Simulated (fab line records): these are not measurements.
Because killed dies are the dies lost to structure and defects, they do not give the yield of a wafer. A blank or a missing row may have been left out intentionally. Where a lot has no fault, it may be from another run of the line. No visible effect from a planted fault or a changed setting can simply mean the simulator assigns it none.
fab line records :: flow nand_harc
record
  lots=5
  wafers=15
  last_day=23
route steps=1159 shown P_M0@273 P_M1@285 END@1159
lots untouched by any fault: they come from a run of this same line in which no faults occurred
start_h: start of the lot's first displayed wafer, in hours after the record's first day :: wait_h: hours since the lot's step before :: " repeats the value in the row above :: L1.1+2: one row covering several wafers at once :: - no value, or no start given :: * or withheld: withheld :: < > ~ a bound
route shown NAME@n: NAME is a module with steps in the file, n the number in the route of the first one :: usual: mean/standard deviation taken from wafers without a fault :: same: alike in all rows :: chamber/n: place in a boat :: sites: readings site by site :: _std_site: the values' standard deviation :: _edge_site: the outer-site mean with the inner-site mean subtracted :: radius_mm: how far each site lies from the wafer's centre :: mask NAME#n: copy n :: behind: the most recent tool/chamber to have shaped the wafer :: hold: reason for holding the lot/hours on hold/outcome of the hold :: device: names the non-switching transistor (n, p or np) :: end of line: tests of these same wafers at the route's end :: where a step has no rows: the recipe by itself :: killed: dies lost to structure and defects at the first sort, not the wafer's yield :: map: the dies of a wafer, with x for killed, . for not killed, _ for no die there
set.NAME: setting as actually run; set.NAME@STEP: the setting as run at that earlier step :: model.NAME: the simulator's own value behind a step, which no gauge read
a table for each step, a row for each wafer; lots at some steps of the route
services: a tool's chamber out of use, with start hour (start_h, from the record's first day; less than 0 if before it), hours out, and reason
## steps
# step NHARC_P_M0_PRE_CLEAN_29
# recipe
  time_s=30
  temp_c=280
  gas=H2/He
# step NHARC_P_M0_PVD_20
# recipe
  target_thk_a=50
  bias_v=168.6
  power_w=15000
  chamber_pressure_pa=0.12
  time_s=8.06
  substrate_temp_c=50
  material=TaN
# step NHARC_P_M0_PVD_21
# recipe
  target_thk_a=300
  chamber_pressure_pa=5
  power_w=5000
  substrate_temp_c=30
  time_s=20.49
  material=Cu
# step NHARC_P_M0_ECD_22
# recipe
  target_thk_a=4000
  bath_temp_c=25
  material=Cu
# step NHARC_P_M0_ANNEAL_30
# recipe
  temp_c=225
  time_s=90
# step NHARC_P_M0_CMP_23
# recipe
  t_overpolish_s=20
  target_thk_nm=117.53
# step NHARC_P_M0_SRD_25
# step NHARC_P_M0_PRE_CLEAN_31
# recipe
  time_s=12
  temp_c=370
  rf_power_w=300
  gas=NH3
# step NHARC_P_M0_DEP_32
# recipe
  target_thk_a=300
  temp_c=370
  target_thk_nm=30
  pressure_torr=3
  flow_sccm=200
  rf_w=450
  material=SiCN
# step NHARC_P_M1_DEP_00
# recipe
  target_thk_a=1825
  target_thk_nm=182.5
  temp_c=withheld
  pressure_torr=5
  flow_sccm=200
  rf_w=600
  material=SiOC
lot.wafer: L801.1+3+5
tool: pecvd-02
chamber: 2,1,2
start_h: 138.18
wait_h: -

lot.wafer: L807.2+5+4
tool: pecvd-02
chamber: 0,1,2
start_h: 168.68
wait_h: -

lot.wafer: L809.3+2+5
tool: pecvd-02
chamber: 0,2,0
start_h: 186.59
wait_h: -

lot.wafer: L810.3+1+5
tool: pecvd-02
chamber: 0,1,2
start_h: 194.71
wait_h: -

lot.wafer: L820.3+2+4
tool: pecvd-03
chamber: 2,0,1
start_h: 238.80
wait_h: 0.3
# step NHARC_P_M1_DEHYDRATE_01
# recipe
  temp_c=150
  time_s=120
# step NHARC_P_M1_HMDS_02
# recipe
  time_s=30
# step NHARC_P_M1_COAT_34
# recipe
  temp_c=200
  time_s=65
# step NHARC_P_M1_COAT_03
# recipe
  spin_rpm=1500
  resist_thk_nm=90
# step NHARC_P_M1_SOFTBAKE_04
# recipe
  temp_c=105
  time_s=55
# step NHARC_P_M1_EBR_05
# step NHARC_P_M1_EXPOSE_06
# recipe
  na=1.35
  target_cd_nm=130
  dose_mj=81.88
  mask_id=P_M1
# step NHARC_P_M1_PEB_07
# recipe
  peb_temp_c=100
  peb_time_s=65
# step NHARC_P_M1_DEVELOP_08
# recipe
  develop_time_s=35
  dev_temp_c=23
# step NHARC_P_M1_DESCUM_14
# recipe
  time_s=3
  o2_flow_sccm=200
  ar_flow_sccm=0
  bias_power_w=0
  chemistry=O2
# step NHARC_P_M1_ETCH_35
# recipe
  target_depth_a=400
  overetch_a=120
  time_s=43.94
  ion_energy_ev=200
  n2_flow_sccm=150
  h2_flow_sccm=150
  ar_flow_sccm=0
  rf_w=400
  bias_w=150
  chemistry=N2/H2
# step NHARC_P_M1_ETCH_15
# recipe
  target_depth_a=1825
  time_s=91.2
  c4f8_flow_sccm=withheld
  ar_flow_sccm=400
  rf_w=600
  bias_w=300
  chemistry=C4F8/Ar
# step NHARC_P_M1_STRIP_18
# recipe
  power_w=1000
  n2_flow_sccm=150
  h2_flow_sccm=150
  ar_flow_sccm=0
  bias_w=0
  chemistry=N2/H2
# step NHARC_P_M1_ETCH_28
# recipe
  target_depth_a=300
  over_etch_frac=0.3
  time_s=72.99
  ion_energy_ev=150
  cf4_flow_sccm=50
  n2_flow_sccm=100
  ar_flow_sccm=150
  rf_w=300
  bias_w=100
  chemistry=CF4/N2
# step NHARC_P_M1_STRIP_19
# recipe
  time_s=600
  temp_c=30
  chemistry=post_etch_residue_remover
# step NHARC_P_M1_DEGAS_29
# recipe
  temp_c=250
  time_s=60
# step NHARC_P_M1_PRE_CLEAN_30
# recipe
  time_s=30
  temp_c=280
  gas=H2/He
# step NHARC_P_M1_PVD_20
# recipe
  target_thk_a=50
  bias_v=168.6
  power_w=15000
  chamber_pressure_pa=0.12
  time_s=8.06
  substrate_temp_c=50
  material=TaN
# step NHARC_P_M1_PVD_21
# recipe
  target_thk_a=300
  chamber_pressure_pa=5
  power_w=5000
  substrate_temp_c=30
  time_s=20.49
  material=Cu
# step NHARC_P_M1_ECD_22
# recipe
  target_thk_a=4000
  bath_temp_c=25
  material=Cu
# step NHARC_P_M1_ANNEAL_31
# recipe
  temp_c=225
  time_s=90
# step NHARC_P_M1_CMP_23
# recipe
  t_overpolish_s=20
  target_thk_nm=157.82
# step NHARC_P_M1_SRD_25
# step NHARC_END_SORT_01
# recipe
  temp_c=25
# usual
  defect_limited_yield=94.9/1.7
  killed_at_array=31/12
  killed_at_other=0.6/0.85
  killed_at_periphery=3.0/2.3
  killed_dies=35/12
  killed_open=3.2/1.9
  killed_short=1.8/1.4
  sort_bin_2_pct=1.6/0.7
  sort_bin_3_pct=0.28/0.22
  sort_bin_4_pct=3.3/1.2
  sort_n_pass=642/12
  sort_rim_yield_pct=97.7/1.5
  sort_yield_pct=94.9/1.7
# same
  gross_dies=677
  sort_bin_5_pct[%]=0
  sort_bin_6_pct[%]=0
  sort_bin_7_pct[%]=0
  sort_bin_8_pct[%]=0
  sort_rim_n_gross=106.00
lot.wafer: L807.2
tool: prober-01
chamber: 0
start_h: 483.13
wait_h: 2.8
defect_limited_yield[%]: 0
killed_at_array: 33
killed_at_other: 1
killed_at_periphery: 643
killed_dies: 677
killed_open: 2
killed_short: 2
sort_bin_2_pct[%]: 95.9
sort_bin_3_pct[%]: 0.74
sort_bin_4_pct[%]: 3.4
sort_n_pass: 0
sort_rim_yield_pct[%]: 0
sort_yield_pct[%]: 0

lot.wafer: L807.4
tool: prober-01
chamber: 0
start_h: 484.76
wait_h: 3.4
defect_limited_yield[%]: 0
killed_at_array: 43
killed_at_other: 1
killed_at_periphery: 633
killed_dies: 677
killed_open: 3
killed_short: 1
sort_bin_2_pct[%]: 95.6
sort_bin_3_pct[%]: 0.30
sort_bin_4_pct[%]: 4.1
sort_n_pass: 0
sort_rim_yield_pct[%]: 0
sort_yield_pct[%]: 0

lot.wafer: L807.5
tool: prober-01
chamber: 0
start_h: 485.58
wait_h: 3.8
defect_limited_yield[%]: 0
killed_at_array: 55
killed_at_other: 2
killed_at_periphery: 620
killed_dies: 677
killed_open: 4
killed_short: 0
sort_bin_2_pct[%]: 93.6
sort_bin_3_pct[%]: 0.44
sort_bin_4_pct[%]: 5.9
sort_n_pass: 0
sort_rim_yield_pct[%]: 0
sort_yield_pct[%]: 0

lot.wafer: L809.2
tool: prober-01
chamber: 0
start_h: 509.50
wait_h: 2.8
defect_limited_yield[%]: 0
killed_at_array: 37
killed_at_other: 0
killed_at_periphery: 640
killed_dies: 677
killed_open: 3
killed_short: 1
sort_bin_2_pct[%]: 96.6
sort_bin_3_pct[%]: 0.59
sort_bin_4_pct[%]: 2.8
sort_n_pass: 0
sort_rim_yield_pct[%]: 0
sort_yield_pct[%]: 0

lot.wafer: L809.3
tool: prober-01
chamber: 0
start_h: 510.31
wait_h: 3.1
defect_limited_yield[%]: 0
killed_at_array: 39
killed_at_other: 0
killed_at_periphery: 638
killed_dies: 677
killed_open: 6
killed_short: 1
sort_bin_2_pct[%]: 96.5
sort_bin_3_pct[%]: 0.15
sort_bin_4_pct[%]: 3.4
sort_n_pass: 0
sort_rim_yield_pct[%]: 0
sort_yield_pct[%]: 0

lot.wafer: L809.5
tool: prober-01
chamber: 0
start_h: 511.92
wait_h: 3.7
defect_limited_yield[%]: 0
killed_at_array: 46
killed_at_other: 1
killed_at_periphery: 630
killed_dies: 677
killed_open: 6
killed_short: 3
sort_bin_2_pct[%]: 94.5
sort_bin_3_pct[%]: 0.30
sort_bin_4_pct[%]: 5.2
sort_n_pass: 0
sort_rim_yield_pct[%]: 0
sort_yield_pct[%]: 0

lot.wafer: L810.1
tool: prober-02
chamber: 0
start_h: 516.43
wait_h: 2.5
defect_limited_yield[%]: 0
killed_at_array: 44
killed_at_other: 0
killed_at_periphery: 633
killed_dies: 677
killed_open: 8
killed_short: 3
sort_bin_2_pct[%]: 94.7
sort_bin_3_pct[%]: 0.30
sort_bin_4_pct[%]: 5.0
sort_n_pass: 0
sort_rim_yield_pct[%]: 0
sort_yield_pct[%]: 0

lot.wafer: L810.3
tool: prober-02
chamber: 0
start_h: 518.03
wait_h: 3.1
defect_limited_yield[%]: 0
killed_at_array: 37
killed_at_other: 0
killed_at_periphery: 640
killed_dies: 677
killed_open: 2
killed_short: 0
sort_bin_2_pct[%]: 95.9
sort_bin_3_pct[%]: 0.15
sort_bin_4_pct[%]: 4.0
sort_n_pass: 0
sort_rim_yield_pct[%]: 0
sort_yield_pct[%]: 0

lot.wafer: L810.5
tool: prober-02
chamber: 0
start_h: 519.63
wait_h: 3.7
defect_limited_yield[%]: 0
killed_at_array: 44
killed_at_other: 1
killed_at_periphery: 632
killed_dies: 677
killed_open: 2
killed_short: 4
sort_bin_2_pct[%]: 94.7
sort_bin_3_pct[%]: 0.44
sort_bin_4_pct[%]: 4.9
sort_n_pass: 0
sort_rim_yield_pct[%]: 0
sort_yield_pct[%]: 0
# killed by level:class
L807.2 P_M1:area_dep=641 A_SLIT:chamber_film_flake=10 A_CHANNEL_HOLE_D1:chamber_film_flake=8 A_CONTACT:chamber_film_flake=8 A_ZERO_WELL:chamber_film_flake=2 A_STAIRCASE:chamber_film_flake=2 P_STI:geometric_particle:open=1 A_SGD_CUT:geometric_particle:short=1
L807.4 P_M1:area_dep=631 A_CHANNEL_HOLE_D1:chamber_film_flake=16 A_SLIT:chamber_film_flake=15 A_CONTACT:chamber_film_flake=6 P_M2:chamber_film_flake=2 A_STAIRCASE:chamber_film_flake=2 A_SOURCE_PLATE:geometric_particle:open=1 A_BLC:geometric_particle:open=1
L807.5 P_M1:area_dep=618 A_SLIT:chamber_film_flake=20 A_CHANNEL_HOLE_D1:chamber_film_flake=15 A_CONTACT:chamber_film_flake=9 A_STAIRCASE:chamber_film_flake=6 THIN_TSV:chamber_film_flake=2 P_GATE:geometric_particle:open=1 A_ONON_D1:geometric_particle:open=1
L809.2 P_M1:area_dep=638 A_SLIT:chamber_film_flake=14 A_CHANNEL_HOLE_D1:chamber_film_flake=12 A_STAIRCASE:chamber_film_flake=3 A_WL_FILL:chamber_film_flake=2 A_CONTACT:chamber_film_flake=2 P_M0:geometric_particle:open=1 A_ONON_D1:geometric_particle:open=1
L809.3 P_M1:area_dep=636 A_CHANNEL_HOLE_D1:chamber_film_flake=18 A_SLIT:chamber_film_flake=13 A_CONTACT:geometric_particle:open=3 A_STAIRCASE:chamber_film_flake=2 P_M2:geometric_particle:open=1 P_M2:geometric_particle:short=1 A_CHANNEL_FILL_D1:geometric_particle:open=1
L809.5 P_M1:area_dep=627 A_CHANNEL_HOLE_D1:chamber_film_flake=18 A_SLIT:chamber_film_flake=16 A_CONTACT:geometric_particle:open=3 P_ZERO_WELL:chamber_film_flake=3 A_STAIRCASE:chamber_film_flake=3 A_SOURCE_PLATE:geometric_particle:short=1 A_ONON_D1:geometric_particle:open=1
L810.1 P_M1:area_dep=632 A_CHANNEL_HOLE_D1:chamber_film_flake=16 A_SLIT:chamber_film_flake=15 A_CHANNEL_FILL_D1:geometric_particle:open=2 A_CONTACT:geometric_particle:open=2 A_CONTACT:chamber_film_flake=2 P_STI:geometric_particle:open=1 A_CHANNEL_HOLE_D1:geometric_particle:open=1
L810.3 P_M1:area_dep=638 A_CHANNEL_HOLE_D1:chamber_film_flake=13 A_SLIT:chamber_film_flake=12 A_CONTACT:chamber_film_flake=4 A_STAIRCASE:chamber_film_flake=3 A_SGD_CUT:chamber_film_flake=3 P_M1:geometric_particle:open=1 A_WL_FILL:geometric_particle:open=1
L810.5 P_M1:area_dep=631 A_CHANNEL_HOLE_D1:chamber_film_flake=15 A_SLIT:chamber_film_flake=14 A_CONTACT:chamber_film_flake=4 A_SGD_CUT:chamber_film_flake=3 A_CHANNEL_FILL_D1:geometric_particle:short=2 A_ONON_D1:geometric_particle:open=1 A_CONTACT:geometric_particle:open=1
# map L807.2 (x killed, . not)
____________x____________
_________xxxxxxx_________
_______xxxxxxxxxxx_______
______xxxxxxxxxxxxx______
_____xxxxxxxxxxxxxxx_____
____xxxxxxxxxxxxxxxxx____
____xxxxxxxxxxxxxxxxx____
___xxxxxxxxxxxxxxxxxxx___
___xxxxxxxxxxxxxxxxxxx___
__xxxxxxxxxxxxxxxxxxxxx__
__xxxxxxxxxxxxxxxxxxxxx__
_xxxxxxxxxxxxxxxxxxxxxxx_
_xxxxxxxxxxxxxxxxxxxxxxx_
_xxxxxxxxxxxxxxxxxxxxxxx_
_xxxxxxxxxxxxxxxxxxxxxxx_
_xxxxxxxxxxxxxxxxxxxxxxx_
xxxxxxxxxxxxxxxxxxxxxxxxx
xxxxxxxxxxxxxxxxxxxxxxxxx
xxxxxxxxxxxxxxxxxxxxxxxxx
xxxxxxxxxxxxxxxxxxxxxxxxx
xxxxxxxxxxxxxxxxxxxxxxxxx
_xxxxxxxxxxxxxxxxxxxxxxx_
_xxxxxxxxxxxxxxxxxxxxxxx_
_xxxxxxxxxxxxxxxxxxxxxxx_
_xxxxxxxxxxxxxxxxxxxxxxx_
_xxxxxxxxxxxxxxxxxxxxxxx_
__xxxxxxxxxxxxxxxxxxxxx__
__xxxxxxxxxxxxxxxxxxxxx__
___xxxxxxxxxxxxxxxxxxx___
___xxxxxxxxxxxxxxxxxxx___
____xxxxxxxxxxxxxxxxx____
____xxxxxxxxxxxxxxxxx____
_____xxxxxxxxxxxxxxx_____
______xxxxxxxxxxxxx______
_______xxxxxxxxxxx_______
_________xxxxxxx_________
____________x____________
# map L809.2 (x killed, . not)
____________x____________
_________xxxxxxx_________
_______xxxxxxxxxxx_______
______xxxxxxxxxxxxx______
_____xxxxxxxxxxxxxxx_____
____xxxxxxxxxxxxxxxxx____
____xxxxxxxxxxxxxxxxx____
___xxxxxxxxxxxxxxxxxxx___
___xxxxxxxxxxxxxxxxxxx___
__xxxxxxxxxxxxxxxxxxxxx__
__xxxxxxxxxxxxxxxxxxxxx__
_xxxxxxxxxxxxxxxxxxxxxxx_
_xxxxxxxxxxxxxxxxxxxxxxx_
_xxxxxxxxxxxxxxxxxxxxxxx_
_xxxxxxxxxxxxxxxxxxxxxxx_
_xxxxxxxxxxxxxxxxxxxxxxx_
xxxxxxxxxxxxxxxxxxxxxxxxx
xxxxxxxxxxxxxxxxxxxxxxxxx
xxxxxxxxxxxxxxxxxxxxxxxxx
xxxxxxxxxxxxxxxxxxxxxxxxx
xxxxxxxxxxxxxxxxxxxxxxxxx
_xxxxxxxxxxxxxxxxxxxxxxx_
_xxxxxxxxxxxxxxxxxxxxxxx_
_xxxxxxxxxxxxxxxxxxxxxxx_
_xxxxxxxxxxxxxxxxxxxxxxx_
_xxxxxxxxxxxxxxxxxxxxxxx_
__xxxxxxxxxxxxxxxxxxxxx__
__xxxxxxxxxxxxxxxxxxxxx__
___xxxxxxxxxxxxxxxxxxx___
___xxxxxxxxxxxxxxxxxxx___
____xxxxxxxxxxxxxxxxx____
____xxxxxxxxxxxxxxxxx____
_____xxxxxxxxxxxxxxx_____
______xxxxxxxxxxxxx______
_______xxxxxxxxxxx_______
_________xxxxxxx_________
____________x____________
## services
tool: pecvd-03
chamber: 0
start_h: 124.00
hours: -
kind: clean

tool: pecvd-03
chamber: 1
start_h: 124.00
hours: -
kind: clean

tool: pecvd-03
chamber: 2
start_h: 124.00
hours: -
kind: clean

tool: pecvd-02
chamber: 1
start_h: 143.85
hours: 4.5
kind: repair

tool: pecvd-02
chamber: -
start_h: 153.43
hours: 13.0
kind: pm

tool: pecvd-02
chamber: 0
start_h: 153.43
hours: 13.0
kind: vent_cycle

tool: pecvd-02
chamber: 1
start_h: 153.43
hours: 13.0
kind: vent_cycle

tool: pecvd-02
chamber: 2
start_h: 153.43
hours: 13.0
kind: vent_cycle

tool: pecvd-02
chamber: 0
start_h: 166.43
hours: -
kind: clean

tool: pecvd-02
chamber: 1
start_h: 166.43
hours: -
kind: clean

tool: pecvd-02
chamber: 2
start_h: 166.43
hours: -
kind: clean

tool: pecvd-02
chamber: 2
start_h: 233.49
hours: 16.3
kind: repair
## key
first_sign
  step=NHARC_END_SORT_01
  reading=killed_at_periphery
  direction=up
  sigmas=99+
  usual=3.0
  struck=634.3
effect
  step=NHARC_END_SORT_01
  reading=sort_bin_2_pct
  direction=up
  sigmas=99+
  usual=1.6
  struck=95.3
more_kills_born_at
  NHARC_P_M1_DEP_00@pecvd-02=5692
met_at NHARC_P_M1_DEP_00
struck_wafers L807.2,L807.4,L807.5,L809.2,L809.3,L809.5,L810.1,L810.3,L810.5
later_rows_left_out L807.2,L807.4,L807.5,L809.2,L809.3,L809.5,L810.1,L810.3,L810.5
onset_between 138.18 168.68
fault
  kind=process_parameter_drift
  tool=pecvd-02
  chamber=-
  onset_h=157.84
  steps=NHARC_P_M1_DEP_00
  channel=target_thk_nm
  offset=53.634
  shape=step
  end_h=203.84
  acts_in=these_recipes_only
  stated=182.5
# later_rows_left_out: the simulator's readings of these wafers behind a module that went badly wrong aren't trusted and aren't shown, but for the sort
